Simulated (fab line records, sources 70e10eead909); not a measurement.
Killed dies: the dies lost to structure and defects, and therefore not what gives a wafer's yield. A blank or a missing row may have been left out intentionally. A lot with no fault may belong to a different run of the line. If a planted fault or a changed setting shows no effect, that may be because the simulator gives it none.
fab line records ; flow nand_harc
[record] lots = 24; wafers = 72; last_day = 25
route steps=1159 shown A_CONTACT@863
lots with no fault: from the same line, run without faults
start_h: hours from the record's first day to the start of the lot's first wafer shown ; wait_h: hours from the lot's prior step to this one ; " the same as in the row above ; L1.1+2: several wafers, shown together as one row ; - either no value or no given start ; * or withheld: withheld ; < > ~ a bound
route shown NAME@n: names a module that has steps shown in the file, with the first one's number in the route ; usual: average and standard deviation across the fault-free wafers ; same: alike in all rows ; chamber/n: place in a boat ; sites: each site's reading ; _std_site: the values' standard deviation ; _edge_site: the outer-site mean with the inner-site mean subtracted ; radius_mm: for every site, how far away it sits from the centre of the wafer ; mask NAME#n: copy n ; behind: the last tool/chamber to shape the wafer ; hold: why the lot was held/for how many hours/how that ended ; device: names the non-switching transistor (n, p or np) ; end of line: the tests these same wafers got at the end of their route ; for a step that has no rows: nothing shown but its recipe ; killed: at the first sort, the dies lost to defects and structure; wafer yield is something else ; map: a wafer's dies, x killed, . not, _ none there
set.NAME: setting as actually run; set.NAME@STEP: the setting as run at that earlier step ; model.NAME: the simulator's own value behind a step, which no gauge read
route steps across a sampled set of lots; one table per step, one row per wafer
services: a tool's chamber out of use, with start hour (start_h, from the record's first day; less than 0 if before it), hours out, and reason
[[steps]]
[step NHARC_A_CONTACT_ETCH_112]
[recipe] source_w = withheld; pressure_mtorr = 20; bias_v = 3000; time_s = 94; target_depth_a = 9220; ar_flow_sccm = withheld; c4f8_flow_sccm = withheld; o2_flow_sccm = withheld; chemistry = C4F8/O2/Ar
lot.wafer;tool;chamber;start_h;wait_h;rf_hours_counter_h
L075.2;har_cap_etch-03;0;381.41;0.1;83
L075.6;har_cap_etch-03;1;381.41;0.1;-
L075.5;har_cap_etch-03;0;381.41;0.1;-
L077.1;har_cap_etch-02;1;381.67;0.1;7
L077.5;har_cap_etch-02;0;381.67;0.1;-
L077.6;har_cap_etch-02;1;381.67;0.1;-
L076.1;har_cap_etch-02;1;385.17;0.2;8
L076.2;har_cap_etch-02;0;385.17;0.2;8
L076.5;har_cap_etch-02;0;385.17;0.2;-
L074.1;har_cap_etch-02;0;390.59;0.1;10
L074.3;har_cap_etch-02;1;390.59;0.1;-
L074.4;har_cap_etch-02;0;390.59;0.1;-
L078.1;har_cap_etch-01;1;392.06;0.2;57
L078.4;har_cap_etch-01;1;392.06;0.2;-
L078.5;har_cap_etch-01;0;392.06;0.2;-
L079.1;har_cap_etch-01;0;398.61;0.1;59
L079.3;har_cap_etch-01;0;398.61;0.1;-
L079.5;har_cap_etch-01;1;398.61;0.1;-
L081.1;har_cap_etch-03;0;403.67;0.2;90
L081.2;har_cap_etch-03;1;403.67;0.2;90
L081.4;har_cap_etch-03;0;403.67;0.2;-
L080.4;har_cap_etch-02;0;407.63;0.1;-
L080.6;har_cap_etch-02;0;407.63;0.1;-
L080.5;har_cap_etch-02;1;407.63;0.1;-
L083.1;har_cap_etch-02;1;428.61;0.1;17
L083.4;har_cap_etch-02;0;428.61;0.1;-
L083.5;har_cap_etch-02;1;428.61;0.1;-
L082.2;har_cap_etch-01;0;429.99;0.3;65
L082.5;har_cap_etch-01;0;429.99;0.3;-
L082.6;har_cap_etch-01;1;429.99;0.3;-
L085.2;har_cap_etch-03;1;434.38;0.1;93
L085.3;har_cap_etch-03;0;434.38;0.1;-
L085.6;har_cap_etch-03;1;434.38;0.1;-
L084.1;har_cap_etch-01;1;438.95;0.3;66
L084.3;har_cap_etch-01;0;438.95;0.3;-
L084.6;har_cap_etch-01;1;438.95;0.3;-
L087.2;har_cap_etch-01;0;447.58;0.1;67
L087.4;har_cap_etch-01;1;447.58;0.1;-
L087.5;har_cap_etch-01;1;447.58;0.1;-
L086.2;har_cap_etch-02;1;448.35;0.2;21
L086.4;har_cap_etch-02;1;448.35;0.2;-
L086.3;har_cap_etch-02;0;448.35;0.2;-
L088.3;har_cap_etch-01;0;455.77;0.1;-
L088.6;har_cap_etch-01;0;455.77;0.1;-
L088.5;har_cap_etch-01;1;455.77;0.1;-
L089.1;har_cap_etch-02;1;470.26;0.1;25
L089.4;har_cap_etch-02;0;470.26;0.1;-
L089.6;har_cap_etch-02;0;470.26;0.1;-
L090.1;har_cap_etch-03;0;470.61;0.2;101
L090.3;har_cap_etch-03;0;470.61;0.2;-
L090.6;har_cap_etch-03;1;470.61;0.2;-
L091.4;har_cap_etch-02;1;476.61;0.1;-
L091.6;har_cap_etch-02;1;476.61;0.1;-
L091.5;har_cap_etch-02;0;476.61;0.1;-
L092.2;har_cap_etch-01;1;477.06;0.2;72
L092.6;har_cap_etch-01;1;477.06;0.2;-
L092.5;har_cap_etch-01;0;477.06;0.2;-
L093.1;har_cap_etch-01;1;482.69;0.1;74
L093.3;har_cap_etch-01;0;482.69;0.1;-
L093.5;har_cap_etch-01;0;482.69;0.1;-
L096.4;har_cap_etch-01;1;498.02;0.1;-
L096.5;har_cap_etch-01;0;498.02;0.1;-
L096.6;har_cap_etch-01;1;498.02;0.1;-
L095.1;har_cap_etch-03;1;502.40;0.2;106
L095.2;har_cap_etch-03;0;502.40;0.2;106
L095.6;har_cap_etch-03;0;502.40;0.2;-
L094.2;har_cap_etch-01;1;502.58;0.2;78
L094.4;har_cap_etch-01;1;502.58;0.2;-
L094.3;har_cap_etch-01;0;502.58;0.2;-
L097.2;har_cap_etch-03;0;511.99;0.2;109
L097.5;har_cap_etch-03;0;511.99;0.2;-
L097.6;har_cap_etch-03;1;511.99;0.2;-
[step NHARC_A_CONTACT_ETCH_116]
[recipe] source_w = withheld; pressure_mtorr = 20; bias_v = 3000; time_s = 94; target_depth_a = 9220; ar_flow_sccm = withheld; c4f8_flow_sccm = withheld; o2_flow_sccm = withheld; chemistry = C4F8/O2/Ar
lot.wafer;tool;chamber;start_h;wait_h;rf_hours_counter_h
L075.2;har_cap_etch-03;0;381.77;0.1;83
L075.6;har_cap_etch-03;1;381.77;0.1;-
L075.5;har_cap_etch-03;0;381.77;0.1;-
L077.1;har_cap_etch-02;1;382.03;0.1;8
L077.5;har_cap_etch-02;0;382.03;0.1;-
L077.6;har_cap_etch-02;1;382.03;0.1;-
L076.1;har_cap_etch-02;1;385.53;0.1;9
L076.2;har_cap_etch-02;0;385.53;0.1;9
L076.5;har_cap_etch-02;0;385.53;0.1;-
L074.1;har_cap_etch-02;0;390.95;0.1;10
L074.3;har_cap_etch-02;1;390.95;0.1;-
L074.4;har_cap_etch-02;0;390.95;0.1;-
L078.1;har_cap_etch-01;1;392.42;0.1;58
L078.4;har_cap_etch-01;1;392.42;0.1;-
L078.5;har_cap_etch-01;0;392.42;0.1;-
L079.1;har_cap_etch-01;0;398.97;0.1;60
L079.3;har_cap_etch-01;0;398.97;0.1;-
L079.5;har_cap_etch-01;1;398.97;0.1;-
L081.1;har_cap_etch-03;0;404.03;0.1;90
L081.2;har_cap_etch-03;1;404.03;0.1;90
L081.4;har_cap_etch-03;0;404.03;0.1;-
L080.4;har_cap_etch-02;0;408.00;0.1;-
L080.6;har_cap_etch-02;0;408.00;0.1;-
L080.5;har_cap_etch-02;1;408.00;0.1;-
L083.1;har_cap_etch-02;1;428.98;0.1;18
L083.4;har_cap_etch-02;0;428.98;0.1;-
L083.5;har_cap_etch-02;1;428.98;0.1;-
L082.2;har_cap_etch-01;0;430.63;0.1;65
L082.5;har_cap_etch-01;0;430.63;0.1;-
L082.6;har_cap_etch-01;1;430.63;0.1;-
L085.2;har_cap_etch-03;1;434.74;0.1;93
L085.3;har_cap_etch-03;0;434.74;0.1;-
L085.6;har_cap_etch-03;1;434.74;0.1;-
L084.1;har_cap_etch-01;1;439.59;0.1;66
L084.3;har_cap_etch-01;0;439.59;0.1;-
L084.6;har_cap_etch-01;1;439.59;0.1;-
L087.2;har_cap_etch-01;0;447.94;0.1;67
L087.4;har_cap_etch-01;1;447.94;0.1;-
L087.5;har_cap_etch-01;1;447.94;0.1;-
L086.2;har_cap_etch-02;1;448.72;0.1;22
L086.4;har_cap_etch-02;1;448.72;0.1;-
L086.3;har_cap_etch-02;0;448.72;0.1;-
L088.3;har_cap_etch-01;0;456.13;0.1;-
L088.6;har_cap_etch-01;0;456.13;0.1;-
L088.5;har_cap_etch-01;1;456.13;0.1;-
L089.1;har_cap_etch-02;1;470.62;0.1;25
L089.4;har_cap_etch-02;0;470.62;0.1;-
L089.6;har_cap_etch-02;0;470.62;0.1;-
L090.1;har_cap_etch-03;0;470.97;0.1;101
L090.3;har_cap_etch-03;0;470.97;0.1;-
L090.6;har_cap_etch-03;1;470.97;0.1;-
L091.4;har_cap_etch-02;1;476.98;0.1;-
L091.6;har_cap_etch-02;1;476.98;0.1;-
L091.5;har_cap_etch-02;0;476.98;0.1;-
L092.2;har_cap_etch-01;1;477.42;0.1;73
L092.6;har_cap_etch-01;1;477.42;0.1;-
L092.5;har_cap_etch-01;0;477.42;0.1;-
L093.1;har_cap_etch-01;1;483.06;0.1;74
L093.3;har_cap_etch-01;0;483.06;0.1;-
L093.5;har_cap_etch-01;0;483.06;0.1;-
L096.4;har_cap_etch-01;1;498.38;0.1;-
L096.5;har_cap_etch-01;0;498.38;0.1;-
L096.6;har_cap_etch-01;1;498.38;0.1;-
L095.1;har_cap_etch-03;1;502.77;0.1;107
L095.2;har_cap_etch-03;0;502.77;0.1;107
L095.6;har_cap_etch-03;0;502.77;0.1;-
L094.2;har_cap_etch-01;1;502.94;0.1;78
L094.4;har_cap_etch-01;1;502.94;0.1;-
L094.3;har_cap_etch-01;0;502.94;0.1;-
L097.2;har_cap_etch-03;0;512.35;0.1;109
L097.5;har_cap_etch-03;0;512.35;0.1;-
L097.6;har_cap_etch-03;1;512.35;0.1;-
[step NHARC_A_CONTACT_ETCH_120]
[recipe] source_w = withheld; pressure_mtorr = 20; bias_v = 3000; time_s = 94; target_depth_a = 9220; ar_flow_sccm = withheld; c4f8_flow_sccm = withheld; o2_flow_sccm = withheld; chemistry = C4F8/O2/Ar
lot.wafer;tool;chamber;start_h;wait_h;rf_hours_counter_h
L075.2;har_cap_etch-03;0;382.14;0.1;83
L075.6;har_cap_etch-03;1;382.14;0.1;-
L075.5;har_cap_etch-03;0;382.14;0.1;-
L077.1;har_cap_etch-02;1;382.39;0.1;8
L077.5;har_cap_etch-02;0;382.39;0.1;-
L077.6;har_cap_etch-02;1;382.39;0.1;-
L076.1;har_cap_etch-02;1;385.90;0.1;9
L076.2;har_cap_etch-02;0;385.90;0.1;9
L076.5;har_cap_etch-02;0;385.90;0.1;-
L074.1;har_cap_etch-02;0;391.32;0.1;10
L074.3;har_cap_etch-02;1;391.32;0.1;-
L074.4;har_cap_etch-02;0;391.32;0.1;-
L078.1;har_cap_etch-01;1;392.78;0.1;58
L078.4;har_cap_etch-01;1;392.78;0.1;-
L078.5;har_cap_etch-01;0;392.78;0.1;-
L079.1;har_cap_etch-01;0;399.33;0.1;60
L079.3;har_cap_etch-01;0;399.33;0.1;-
L079.5;har_cap_etch-01;1;399.33;0.1;-
L081.1;har_cap_etch-03;0;404.40;0.1;90
L081.2;har_cap_etch-03;1;404.40;0.1;90
L081.4;har_cap_etch-03;0;404.40;0.1;-
L080.4;har_cap_etch-02;0;408.36;0.1;-
L080.6;har_cap_etch-02;0;408.36;0.1;-
L080.5;har_cap_etch-02;1;408.36;0.1;-
L083.1;har_cap_etch-02;1;429.34;0.1;18
L083.4;har_cap_etch-02;0;429.34;0.1;-
L083.5;har_cap_etch-02;1;429.34;0.1;-
L082.2;har_cap_etch-01;0;431.27;0.1;65
L082.5;har_cap_etch-01;0;431.27;0.1;-
L082.6;har_cap_etch-01;1;431.27;0.1;-
L085.2;har_cap_etch-03;1;435.11;0.1;94
L085.3;har_cap_etch-03;0;435.11;0.1;-
L085.6;har_cap_etch-03;1;435.11;0.1;-
L084.1;har_cap_etch-01;1;440.23;0.1;67
L084.3;har_cap_etch-01;0;440.23;0.1;-
L084.6;har_cap_etch-01;1;440.23;0.1;-
L087.2;har_cap_etch-01;0;448.30;0.1;68
L087.4;har_cap_etch-01;1;448.30;0.1;-
L087.5;har_cap_etch-01;1;448.30;0.1;-
L086.2;har_cap_etch-02;1;449.08;0.1;22
L086.4;har_cap_etch-02;1;449.08;0.1;-
L086.3;har_cap_etch-02;0;449.08;0.1;-
L088.3;har_cap_etch-01;0;456.49;0.1;-
L088.6;har_cap_etch-01;0;456.49;0.1;-
L088.5;har_cap_etch-01;1;456.49;0.1;-
L089.1;har_cap_etch-02;1;470.99;0.1;25
L089.4;har_cap_etch-02;0;470.99;0.1;-
L089.6;har_cap_etch-02;0;470.99;0.1;-
L090.1;har_cap_etch-03;0;471.33;0.1;102
L090.3;har_cap_etch-03;0;471.33;0.1;-
L090.6;har_cap_etch-03;1;471.33;0.1;-
L091.4;har_cap_etch-02;1;477.34;0.1;-
L091.6;har_cap_etch-02;1;477.34;0.1;-
L091.5;har_cap_etch-02;0;477.34;0.1;-
L092.2;har_cap_etch-01;1;477.79;0.1;73
L092.6;har_cap_etch-01;1;477.79;0.1;-
L092.5;har_cap_etch-01;0;477.79;0.1;-
L093.1;har_cap_etch-01;1;483.42;0.1;74
L093.3;har_cap_etch-01;0;483.42;0.1;-
L093.5;har_cap_etch-01;0;483.42;0.1;-
L096.4;har_cap_etch-01;1;498.75;0.1;-
L096.5;har_cap_etch-01;0;498.75;0.1;-
L096.6;har_cap_etch-01;1;498.75;0.1;-
L095.1;har_cap_etch-03;1;503.13;0.1;107
L095.2;har_cap_etch-03;0;503.13;0.1;107
L095.6;har_cap_etch-03;0;503.13;0.1;-
L094.2;har_cap_etch-01;1;503.30;0.1;79
L094.4;har_cap_etch-01;1;503.30;0.1;-
L094.3;har_cap_etch-01;0;503.30;0.1;-
L097.2;har_cap_etch-03;0;512.71;0.1;110
L097.5;har_cap_etch-03;0;512.71;0.1;-
L097.6;har_cap_etch-03;1;512.71;0.1;-
[step NHARC_A_CONTACT_INSPECT_71]
[usual] raw_defect_count = 28/14
lot.wafer;tool;chamber;start_h;wait_h;raw_defect_count
L075.2;defect_inspect-02;-;386.74;0.0;41
L075.5;defect_inspect-02;-;386.74;0.0;25
L075.6;defect_inspect-02;-;386.74;0.0;42
L077.1;defect_inspect-01;-;387.29;0.0;4
L077.5;defect_inspect-01;-;387.29;0.0;7
L077.6;defect_inspect-01;-;387.29;0.0;12
L076.1;defect_inspect-01;-;390.47;0.0;12
L076.2;defect_inspect-01;-;390.47;0.0;8
L076.5;defect_inspect-01;-;390.47;0.0;7
L074.1;defect_inspect-01;-;396.02;0.0;4
L074.3;defect_inspect-01;-;396.02;0.0;6
L074.4;defect_inspect-01;-;396.02;0.0;3
L078.1;defect_inspect-02;-;398.23;0.0;32
L078.4;defect_inspect-02;-;398.23;0.0;39
L078.5;defect_inspect-02;-;398.23;0.0;33
L079.1;defect_inspect-02;-;404.45;0.0;8
L079.3;defect_inspect-02;-;404.45;0.0;8
L079.5;defect_inspect-02;-;404.45;0.0;11
L081.1;defect_inspect-01;-;409.67;0.0;28
L081.2;defect_inspect-01;-;409.67;0.0;30
L081.4;defect_inspect-01;-;409.67;0.0;33
L080.4;defect_inspect-02;-;413.22;0.0;21
L080.5;defect_inspect-02;-;413.22;0.0;12
L080.6;defect_inspect-02;-;413.22;0.0;19
L083.1;defect_inspect-01;-;435.09;0.0;37
L083.4;defect_inspect-01;-;435.09;0.0;36
L083.5;defect_inspect-01;-;435.09;0.0;45
L082.2;defect_inspect-02;-;439.81;0.0;37
L082.5;defect_inspect-02;-;439.81;0.0;38
L082.6;defect_inspect-02;-;439.81;0.0;52
L085.2;defect_inspect-02;-;444.46;0.0;18
L085.3;defect_inspect-02;-;444.46;0.0;13
L085.6;defect_inspect-02;-;444.46;0.0;12
L084.1;defect_inspect-02;-;447.49;0.0;15
L084.3;defect_inspect-02;-;447.49;0.0;14
L084.6;defect_inspect-02;-;447.49;0.0;15
L086.2;defect_inspect-02;-;453.86;0.0;25
L086.3;defect_inspect-02;-;453.86;0.0;31
L086.4;defect_inspect-02;-;453.86;0.0;39
L087.2;defect_inspect-01;-;455.35;0.0;45
L087.4;defect_inspect-01;-;455.35;0.0;47
L087.5;defect_inspect-01;-;455.35;0.0;56
L088.3;defect_inspect-02;-;462.03;0.0;13
L088.5;defect_inspect-02;-;462.03;0.0;15
L088.6;defect_inspect-02;-;462.03;0.0;21
L089.1;defect_inspect-01;-;477.45;0.0;39
L089.4;defect_inspect-01;-;477.45;0.0;41
L089.6;defect_inspect-01;-;477.45;0.0;35
L090.1;defect_inspect-02;-;478.03;0.0;28
L090.3;defect_inspect-02;-;478.03;0.0;39
L090.6;defect_inspect-02;-;478.03;0.0;32
L092.2;defect_inspect-01;-;482.62;0.0;18
L092.5;defect_inspect-01;-;482.62;0.0;15
L092.6;defect_inspect-01;-;482.62;0.0;21
L091.4;defect_inspect-01;-;483.23;0.0;19
L091.5;defect_inspect-01;-;483.23;0.0;44
L091.6;defect_inspect-01;-;483.23;0.0;34
L093.1;defect_inspect-02;-;490.17;0.0;47
L093.3;defect_inspect-02;-;490.17;0.0;45
L093.5;defect_inspect-02;-;490.17;0.0;49
L096.4;defect_inspect-02;-;503.54;0.1;44
L096.5;defect_inspect-02;-;503.54;0.1;49
L096.6;defect_inspect-02;-;503.54;0.1;57
L095.1;defect_inspect-01;-;508.17;0.0;31
L095.2;defect_inspect-01;-;508.17;0.0;27
L095.6;defect_inspect-01;-;508.17;0.0;37
L094.2;defect_inspect-02;-;508.52;0.0;37
L094.3;defect_inspect-02;-;508.52;0.0;41
L094.4;defect_inspect-02;-;508.52;0.0;40
L097.2;defect_inspect-02;-;517.56;0.0;28
L097.5;defect_inspect-02;-;517.56;0.0;35
L097.6;defect_inspect-02;-;517.56;0.0;31
[step NHARC_A_CONTACT_ETCH_126]
[recipe] source_w = withheld; pressure_mtorr = 20; bias_v = 1200; time_s = 155; target_depth_a = 9560; ar_flow_sccm = withheld; c4f8_flow_sccm = withheld; o2_flow_sccm = withheld; chemistry = C4F8/O2/Ar
lot.wafer;tool;chamber;start_h;wait_h;rf_hours_counter_h
L075.2;har_cap_etch-01;1;388.75;0.1;56
L075.5;har_cap_etch-01;0;388.75;0.1;-
L075.6;har_cap_etch-01;1;388.75;0.1;-
L077.1;har_cap_etch-03;1;389.11;0.1;85
L077.6;har_cap_etch-03;1;389.11;0.1;-
L077.5;har_cap_etch-03;0;389.11;0.1;-
L076.1;har_cap_etch-02;0;392.54;0.1;11
L076.2;har_cap_etch-02;1;392.54;0.1;11
L076.5;har_cap_etch-02;0;392.54;0.1;-
L074.1;har_cap_etch-02;0;397.55;0.1;12
L074.4;har_cap_etch-02;0;397.55;0.1;-
L074.3;har_cap_etch-02;1;397.55;0.1;-
L078.1;har_cap_etch-03;1;399.83;0.1;89
L078.4;har_cap_etch-03;1;399.83;0.1;-
L078.5;har_cap_etch-03;1;399.83;0.1;-
L079.1;har_cap_etch-01;0;406.09;0.1;61
L079.3;har_cap_etch-01;1;406.09;0.1;-
L079.5;har_cap_etch-01;0;406.09;0.1;-
L081.1;har_cap_etch-01;1;411.19;0.1;63
L081.2;har_cap_etch-01;0;411.19;0.1;63
L081.4;har_cap_etch-01;1;411.19;0.1;-
L080.4;har_cap_etch-02;1;414.79;0.1;-
L080.5;har_cap_etch-02;1;414.79;0.1;-
L080.6;har_cap_etch-02;0;414.79;0.1;-
L083.1;har_cap_etch-02;1;436.93;0.1;19
L083.4;har_cap_etch-02;1;436.93;0.1;-
L083.5;har_cap_etch-02;0;436.93;0.1;-
L082.2;har_cap_etch-03;0;441.44;0.1;95
L082.5;har_cap_etch-03;1;441.44;0.1;-
L082.6;har_cap_etch-03;0;441.44;0.1;-
L085.2;har_cap_etch-02;1;445.98;0.1;20
L085.3;har_cap_etch-02;0;445.98;0.1;-
L085.6;har_cap_etch-02;1;445.98;0.1;-
L084.1;har_cap_etch-03;0;449.70;0.1;97
L084.3;har_cap_etch-03;0;449.70;0.1;-
L084.6;har_cap_etch-03;1;449.70;0.1;-
L086.2;har_cap_etch-03;1;455.47;0.1;98
L086.3;har_cap_etch-03;0;455.47;0.1;-
L086.4;har_cap_etch-03;1;455.47;0.1;-
L087.2;har_cap_etch-02;0;456.90;0.1;23
L087.4;har_cap_etch-02;0;456.90;0.1;-
L087.5;har_cap_etch-02;1;456.90;0.1;-
L088.3;har_cap_etch-03;0;463.76;0.2;-
L088.6;har_cap_etch-03;1;463.76;0.2;-
L088.5;har_cap_etch-03;0;463.76;0.2;-
L089.1;har_cap_etch-03;0;479.00;0.1;102
L089.4;har_cap_etch-03;0;479.00;0.1;-
L089.6;har_cap_etch-03;1;479.00;0.1;-
L090.1;har_cap_etch-02;1;479.61;0.1;27
L090.3;har_cap_etch-02;0;479.61;0.1;-
L090.6;har_cap_etch-02;1;479.61;0.1;-
L092.2;har_cap_etch-03;1;484.18;0.1;104
L092.6;har_cap_etch-03;0;484.18;0.1;-
L092.5;har_cap_etch-03;1;484.18;0.1;-
L091.4;har_cap_etch-02;1;484.83;0.1;-
L091.5;har_cap_etch-02;1;484.83;0.1;-
L091.6;har_cap_etch-02;0;484.83;0.1;-
L093.1;har_cap_etch-01;0;491.72;0.1;76
L093.3;har_cap_etch-01;0;491.72;0.1;-
L093.5;har_cap_etch-01;1;491.72;0.1;-
L096.4;har_cap_etch-02;0;505.30;0.2;-
L096.5;har_cap_etch-02;0;505.30;0.2;-
L096.6;har_cap_etch-02;1;505.30;0.2;-
L095.2;har_cap_etch-03;0;509.69;0.1;108
L095.1;har_cap_etch-03;1;509.69;0.1;108
L095.6;har_cap_etch-03;1;509.69;0.1;-
L094.2;har_cap_etch-01;1;510.58;0.1;79
L094.4;har_cap_etch-01;0;510.58;0.1;-
L094.3;har_cap_etch-01;1;510.58;0.1;-
L097.2;har_cap_etch-03;0;519.49;0.1;111
L097.6;har_cap_etch-03;0;519.49;0.1;-
L097.5;har_cap_etch-03;1;519.49;0.1;-
[step NHARC_A_CONTACT_ETCH_128]
[recipe] source_w = withheld; pressure_mtorr = 20; bias_v = 1200; time_s = 155; target_depth_a = 9560; ar_flow_sccm = withheld; c4f8_flow_sccm = withheld; o2_flow_sccm = withheld; chemistry = C4F8/O2/Ar
lot.wafer;tool;chamber;start_h;wait_h;rf_hours_counter_h
L075.2;har_cap_etch-01;1;389.04;0.1;57
L075.5;har_cap_etch-01;0;389.04;0.1;-
L075.6;har_cap_etch-01;1;389.04;0.1;-
L077.1;har_cap_etch-03;1;389.39;0.1;86
L077.6;har_cap_etch-03;1;389.39;0.1;-
L077.5;har_cap_etch-03;0;389.39;0.1;-
L076.1;har_cap_etch-02;0;392.82;0.1;11
L076.2;har_cap_etch-02;1;392.82;0.1;11
L076.5;har_cap_etch-02;0;392.82;0.1;-
L074.1;har_cap_etch-02;0;397.84;0.1;13
L074.4;har_cap_etch-02;0;397.84;0.1;-
L074.3;har_cap_etch-02;1;397.84;0.1;-
L078.1;har_cap_etch-03;1;400.11;0.1;89
L078.4;har_cap_etch-03;1;400.11;0.1;-
L078.5;har_cap_etch-03;1;400.11;0.1;-
L079.1;har_cap_etch-01;0;406.37;0.1;62
L079.3;har_cap_etch-01;1;406.37;0.1;-
L079.5;har_cap_etch-01;0;406.37;0.1;-
L081.1;har_cap_etch-01;1;411.47;0.1;63
L081.2;har_cap_etch-01;0;411.47;0.1;63
L081.4;har_cap_etch-01;1;411.47;0.1;-
L080.4;har_cap_etch-02;1;415.08;0.1;-
L080.5;har_cap_etch-02;1;415.08;0.1;-
L080.6;har_cap_etch-02;0;415.08;0.1;-
L083.1;har_cap_etch-02;1;437.21;0.1;19
L083.4;har_cap_etch-02;1;437.21;0.1;-
L083.5;har_cap_etch-02;0;437.21;0.1;-
L082.2;har_cap_etch-03;0;441.72;0.1;95
L082.5;har_cap_etch-03;1;441.72;0.1;-
L082.6;har_cap_etch-03;0;441.72;0.1;-
L085.2;har_cap_etch-02;1;446.26;0.1;20
L085.3;har_cap_etch-02;0;446.26;0.1;-
L085.6;har_cap_etch-02;1;446.26;0.1;-
L084.1;har_cap_etch-03;0;449.98;0.1;97
L084.3;har_cap_etch-03;0;449.98;0.1;-
L084.6;har_cap_etch-03;1;449.98;0.1;-
L086.2;har_cap_etch-03;1;455.75;0.1;98
L086.3;har_cap_etch-03;0;455.75;0.1;-
L086.4;har_cap_etch-03;1;455.75;0.1;-
L087.2;har_cap_etch-02;0;457.18;0.1;24
L087.4;har_cap_etch-02;0;457.18;0.1;-
L087.5;har_cap_etch-02;1;457.18;0.1;-
L088.3;har_cap_etch-03;0;464.14;0.2;-
L088.6;har_cap_etch-03;1;464.14;0.2;-
L088.5;har_cap_etch-03;0;464.14;0.2;-
L089.1;har_cap_etch-03;0;479.28;0.1;103
L089.4;har_cap_etch-03;0;479.28;0.1;-
L089.6;har_cap_etch-03;1;479.28;0.1;-
L090.1;har_cap_etch-02;1;479.89;0.1;27
L090.3;har_cap_etch-02;0;479.89;0.1;-
L090.6;har_cap_etch-02;1;479.89;0.1;-
L092.2;har_cap_etch-03;1;484.46;0.1;104
L092.6;har_cap_etch-03;0;484.46;0.1;-
L092.5;har_cap_etch-03;1;484.46;0.1;-
L091.4;har_cap_etch-02;1;485.11;0.1;-
L091.5;har_cap_etch-02;1;485.11;0.1;-
L091.6;har_cap_etch-02;0;485.11;0.1;-
L093.1;har_cap_etch-01;0;492.01;0.1;76
L093.3;har_cap_etch-01;0;492.01;0.1;-
L093.5;har_cap_etch-01;1;492.01;0.1;-
L096.4;har_cap_etch-02;0;505.68;0.2;-
L096.5;har_cap_etch-02;0;505.68;0.2;-
L096.6;har_cap_etch-02;1;505.68;0.2;-
L095.2;har_cap_etch-03;0;509.97;0.1;108
L095.1;har_cap_etch-03;1;509.97;0.1;108
L095.6;har_cap_etch-03;1;509.97;0.1;-
L094.2;har_cap_etch-01;1;510.86;0.1;80
L094.4;har_cap_etch-01;0;510.86;0.1;-
L094.3;har_cap_etch-01;1;510.86;0.1;-
L097.2;har_cap_etch-03;0;519.77;0.1;111
L097.6;har_cap_etch-03;0;519.77;0.1;-
L097.5;har_cap_etch-03;1;519.77;0.1;-
[[services]]
tool;chamber;start_h;hours;kind
har_cap_etch-02;-;401.11;1.1;repair
har_cap_etch-02;-;465.26;1.0;repair
[[key]]
fault none
